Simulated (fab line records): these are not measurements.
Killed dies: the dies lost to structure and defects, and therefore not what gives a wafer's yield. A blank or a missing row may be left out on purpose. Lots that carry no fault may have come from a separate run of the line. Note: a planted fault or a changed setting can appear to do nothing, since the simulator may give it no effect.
Matching of chambers | flow n5 finfet | 4 sister chambers for N5_GATE_CUT_CMP_43 on cmp-02
The step polishes SiO2. 14 wafers are shown with their chamber, then 7 later ones without.

WAFERS WITH THEIR CHAMBER
wafer  | chamber | motor current A (A) | slurry filter dp kPa (kPa)
L077.1 | 2       | 11.6                | 13.33
L077.4 | 3       | 11.7                | 13.43
L077.6 | 3       | 12.0                | 13.32
L080.1 | 1       | 12.7                | 13.32
L080.3 | 2       | 12.1                | 13.44
L080.5 | 2       | 12.1                | 13.71
L082.1 | 1       | 13.1                | 13.46
L082.4 | 0       | 14.3                | 13.59
L082.5 | 0       | 14.8                | 13.26
L085.2 | 3       | 12.2                | 13.31
L085.5 | 1       | 12.4                | 13.45
L085.6 | 0       | 15.2                | 13.60
L087.2 | 2       | 12.5                | 13.43
L087.3 | 0       | 15.5                | 13.29

SIGNATURES (averages over the wafers above)
reading              | chamber 0 | chamber 1 | chamber 2 | chamber 3 | scatter within a chamber
motor current A      | 14.950    | 12.733    | 12.075    | 11.967    | 0.399
slurry filter dp kPa | 13.4350   | 13.4100   | 13.4775   | 13.3533   | 0.143
Rule: distance of a wafer from a chamber = root of the sum over the readings of ((wafer's reading minus chamber's mean) / reading's scatter) squared. The wafer belongs to the nearest chamber; if the next one is less than 2 further off, it can't be placed. The scatter: take each reading less its chamber's mean, square it, sum over the shown wafers, divide by the number of wafers less the number of chambers, and take the root.

WAFERS MISSING THEIR CHAMBER
wafer  | motor current A (A) | slurry filter dp kPa (kPa)
L087.6 | 12.8                | 13.64
L089.1 | 13.1                | 13.49
L089.4 | 12.4                | 13.72
L089.6 | 11.8                | 13.48
L091.2 | 13.0                | 13.61
L091.5 | 11.8                | 13.56
L091.6 | 12.7                | 13.39

CHAMBER TAKEN BY EACH
wafer  | from the rows above          | in truth
L087.6 | can't be placed: 1 or 2 or 3 | 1
L089.1 | can't be placed: 1 or 2 or 3 | 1
L089.4 | can't be placed: 2 or 1 or 3 | 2
L089.6 | can't be placed: 2 or 3 or 1 | 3
L091.2 | can't be placed: 1 or 2 or 3 | 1
L091.5 | can't be placed: 2 or 3 or 1 | 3
L091.6 | can't be placed: 1 or 2 or 3 | 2
Placed correctly: 0 of 7. From these rows, 7 cannot be placed; in 7 the true chamber is one of the candidates. 0 placed wrongly.
